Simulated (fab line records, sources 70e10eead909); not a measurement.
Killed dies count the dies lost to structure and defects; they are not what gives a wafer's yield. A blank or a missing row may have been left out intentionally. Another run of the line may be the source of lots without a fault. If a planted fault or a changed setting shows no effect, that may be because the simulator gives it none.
Which tool did it? | flow nand harc | 24 lots, 72 wafers sampled, at 4 steps of a route of 1159

## WHAT THE GAUGES SHOWED, per wafer
NHARC_P_M2_INSPECT_11. Usual: raw defect count reads 3.9 (standard deviation 2).
lot  | measured     | on                | raw defect count | flag
L074 | day 6 11:22  | defect inspect-01 | 4 3 4            |
L075 | day 6 12:45  | defect inspect-01 | 7 3 1            |
L076 | day 6 14:02  | defect inspect-01 | 4 1 3            |
L077 | day 7 02:58  | defect inspect-02 | 4 4 2            |
L078 | day 7 03:06  | defect inspect-01 | 4 3 5            |
L079 | day 7 04:15  | defect inspect-02 | 3 5 5            |
L080 | day 7 18:05  | defect inspect-02 | 1 6 6            |
L081 | day 7 22:23  | defect inspect-01 | 2 2 3            |
L082 | day 8 00:31  | defect inspect-01 | 3 0 6            |
L083 | day 8 13:21  | defect inspect-02 | 4 8 5            |
L084 | day 8 14:49  | defect inspect-01 | 4 1 2            |
L087 | day 9 07:37  | defect inspect-02 | 1 1 5            |
L085 | day 9 08:20  | defect inspect-01 | 7 7 3            |
L086 | day 9 08:32  | defect inspect-02 | 5 2 6            |
L088 | day 9 11:25  | defect inspect-01 | 7 3 4            |
L089 | day 10 05:20 | defect inspect-02 | 7 3 5            |
L090 | day 10 10:11 | defect inspect-02 | 5 1 2            |
L091 | day 10 12:37 | defect inspect-02 | 2 1 3            |
L092 | day 10 19:11 | defect inspect-02 | 6 4 6            |
L093 | day 10 19:50 | defect inspect-02 | 5 3 4            |
L094 | day 10 20:09 | defect inspect-02 | 4 4 5            |
L095 | day 11 12:16 | defect inspect-02 | 4 3 3            |
L097 | day 11 21:53 | defect inspect-01 | 7 6 3            |
L096 | day 11 23:58 | defect inspect-01 | 4 4 2            |

NHARC_P_BONDPAD_THK_MEAS_33: measures by ellipsometry. Usual: thk nm reads 199.8 nm (standard deviation 1.4).
lot  | measured     | on            | thk nm (nm)       | flag
L074 | day 6 15:38  | film metro-02 | 201.1 197.0 198.5 |
L075 | day 6 16:57  | film metro-02 | 199.0 201.9 201.7 |
L076 | day 6 18:18  | film metro-02 | 201.1 200.5 201.4 |
L077 | day 7 06:52  | film metro-01 | 199.9 200.9 197.8 |
L078 | day 7 07:13  | film metro-02 | 197.7 200.5 196.3 |
L079 | day 7 08:13  | film metro-02 | 200.3 198.9 200.4 |
L080 | day 7 22:30  | film metro-02 | 200.6 201.3 197.8 |
L081 | day 8 02:29  | film metro-01 | 200.3 202.7 199.7 |
L082 | day 8 04:31  | film metro-01 | 201.0 199.7 201.9 |
L083 | day 8 17:20  | film metro-01 | 202.0 198.4 201.5 |
L084 | day 8 18:43  | film metro-01 | 198.3 199.1 199.5 |
L087 | day 9 11:32  | film metro-01 | 200.7 201.1 199.4 |
L085 | day 9 12:21  | film metro-01 | 200.8 200.8 201.0 |
L086 | day 9 12:23  | film metro-01 | 198.6 200.6 200.9 |
L088 | day 9 15:18  | film metro-01 | 197.7 199.7 200.0 |
L089 | day 10 09:16 | film metro-01 | 202.4 199.6 201.2 |
L090 | day 10 14:24 | film metro-01 | 200.3 200.7 198.8 |
L091 | day 10 16:31 | film metro-01 | 201.9 199.7 199.2 |
L092 | day 10 23:12 | film metro-01 | 202.3 197.7 200.9 |
L093 | day 10 23:43 | film metro-01 | 199.5 198.1 200.0 |
L094 | day 11 00:04 | film metro-02 | 196.9 196.8 199.4 |
L095 | day 11 16:09 | film metro-02 | 198.3 202.4 199.4 |
L097 | day 12 01:44 | film metro-02 | 201.4 201.4 203.5 |
L096 | day 12 03:47 | film metro-02 | 198.0 197.5 198.3 |

NHARC_P_BONDPAD_OVL_MEAS_38. Usual: overlay x nm -1 nm, standard deviation 5.9; overlay y nm 0 nm, standard deviation 5.
lot  | measured     | on         | overlay x nm (nm) | overlay y nm (nm) | flag
L074 | day 6 16:18  | overlay-02 | 8 8 8             | 9 9 9             |
L075 | day 6 17:29  | overlay-02 | 6 6 6             | -1 -2 -1          |
L076 | day 6 18:58  | overlay-02 | -4 -5 -5          | 1 1 1             |
L077 | day 7 07:31  | overlay-02 | 2 2 2             | 2 1 1             |
L078 | day 7 07:46  | overlay-02 | -7 -7 -7          | -1 -2 -2          |
L079 | day 7 08:46  | overlay-01 | 8 8 8             | 0 0 0             |
L080 | day 7 23:02  | overlay-02 | 5 5 5             | 3 3 3             |
L081 | day 8 03:08  | overlay-01 | -9 -9 -9          | 1 1 1             |
L082 | day 8 05:10  | overlay-01 | 7 6 6             | 3 3 3             |
L083 | day 8 18:01  | overlay-01 | -8 -7 -8          | 4 4 3             |
L084 | day 8 19:15  | overlay-01 | -4 -4 -4          | 0 -1 0            |
L087 | day 9 12:03  | overlay-02 | -4 -3 -3          | -7 -7 -7          |
L085 | day 9 13:00  | overlay-01 | 2 2 2             | 0 0 0             |
L086 | day 9 13:10  | overlay-02 | 1 1 0             | -1 0 0            |
L088 | day 9 15:57  | overlay-02 | -1 -1 -1          | -4 -5 -5          |
L089 | day 10 09:55 | overlay-01 | -1 1 0            | 4 4 4             |
L090 | day 10 14:56 | overlay-01 | -1 -1 -1          | 5 5 5             |
L091 | day 10 17:11 | overlay-01 | -5 -6 -5          | 0 0 0             |
L092 | day 10 23:52 | overlay-01 | 2 2 3             | -11 -11 -11       |
L093 | day 11 00:22 | overlay-02 | -3 -3 -3          | -4 -3 -3          |
L094 | day 11 00:43 | overlay-02 | -11 -11 -10       | -8 -7 -7          |
L095 | day 11 16:41 | overlay-02 | 4 4 4             | 11 12 12          |
L097 | day 12 02:24 | overlay-02 | -1 -1 -1          | -5 -5 -4          |
L096 | day 12 04:19 | overlay-02 | -16 -15 -15       | -5 -5 -4          |

## WHICH TOOL RAN EACH LOT (tool, then ch and the chambers of the sampled wafers, then the start)
lot  | NHARC_P_M1_PVD_21
L074 | pvd sputter-03, day 6 11:22 or earlier
L075 | pvd sputter-02, day 6 12:45 or earlier
L076 | pvd sputter-02, day 6 14:02 or earlier
L077 | pvd sputter-02, day 7 02:58 or earlier
L078 | pvd sputter-02, day 7 03:06 or earlier
L079 | pvd sputter-02, day 7 04:15 or earlier
L080 | pvd sputter-02, day 7 18:05 or earlier
L081 | pvd sputter-02, day 7 22:23 or earlier
L082 | pvd sputter-02, day 8 00:31 or earlier
L083 | pvd sputter-03, day 8 13:21 or earlier
L084 | pvd sputter-01, day 8 14:49 or earlier
L087 | pvd sputter-03, day 9 07:37 or earlier
L085 | pvd sputter-01, day 9 08:20 or earlier
L086 | pvd sputter-02, day 9 08:32 or earlier
L088 | pvd sputter-01, day 9 11:25 or earlier
L089 | pvd sputter-01, day 10 05:20 or earlier
L090 | pvd sputter-01, day 10 10:11 or earlier
L091 | pvd sputter-01, day 10 12:37 or earlier
L092 | pvd sputter-01, day 10 19:11 or earlier
L093 | pvd sputter-03, day 10 19:50 or earlier
L094 | pvd sputter-01, day 10 20:09 or earlier
L095 | pvd sputter-01, day 11 12:16 or earlier
L097 | pvd sputter-01, day 11 21:53 or earlier
L096 | pvd sputter-01, day 11 23:58 or earlier
- NHARC_P_M1_PVD_21: deposits Cu, target thk 30 nm, time 20.49 s.

## AS READ BY THE TOOLS THEMSELVES (means over the sampled wafers that have a number; for cases with no such wafer, the mark the record gives instead)
NHARC_P_M1_PVD_21. Usual: throttle valve pct reads 30.1 % (standard deviation 0.9).
lot  | tool           | throttle valve pct (%) | flag
L074 | pvd sputter-03 | 30.6                   |
L075 | pvd sputter-02 | 30.5                   |
L076 | pvd sputter-02 | 29.9                   |
L077 | pvd sputter-02 | 29.2                   |
L078 | pvd sputter-02 | 30.3                   |
L079 | pvd sputter-02 | 29.9                   |
L080 | pvd sputter-02 | 29.2                   |
L081 | pvd sputter-02 | 29.5                   |
L082 | pvd sputter-02 | 29.8                   |
L083 | pvd sputter-03 | 29.8                   |
L084 | pvd sputter-01 | 30.6                   |
L087 | pvd sputter-03 | 29.8                   |
L085 | pvd sputter-01 | 29.8                   |
L086 | pvd sputter-02 | 30.0                   |
L088 | pvd sputter-01 | 30.2                   |
L089 | pvd sputter-01 | 29.0                   |
L090 | pvd sputter-01 | 30.4                   |
L091 | pvd sputter-01 | 29.7                   |
L092 | pvd sputter-01 | 29.5                   |
L093 | pvd sputter-03 | 30.9                   |
L094 | pvd sputter-01 | 29.8                   |
L095 | pvd sputter-01 | 30.4                   |
L097 | pvd sputter-01 | 29.5                   |
L096 | pvd sputter-01 | 30.3                   |

## THE ANSWER, worked out from the rows above alone
Rule: lot off if the mean of its wafers having a number is beyond 3 standard deviations from the usual mean. A lot without any number at a reading at which 4 lots or more have one is off too. All remaining lots with rows at the step are treated as sound. After the gauges, taken in route order, come the tools' own readings; for these a lot's mean is taken, as printed above. The first step at which some lot is off is used, and at that step the reading that is off furthest; a lot without a number counts as furthest.
No lot is off on any of the readings shown, so nothing can be concluded from this.

## WHAT THE SIMULATOR PUT IN
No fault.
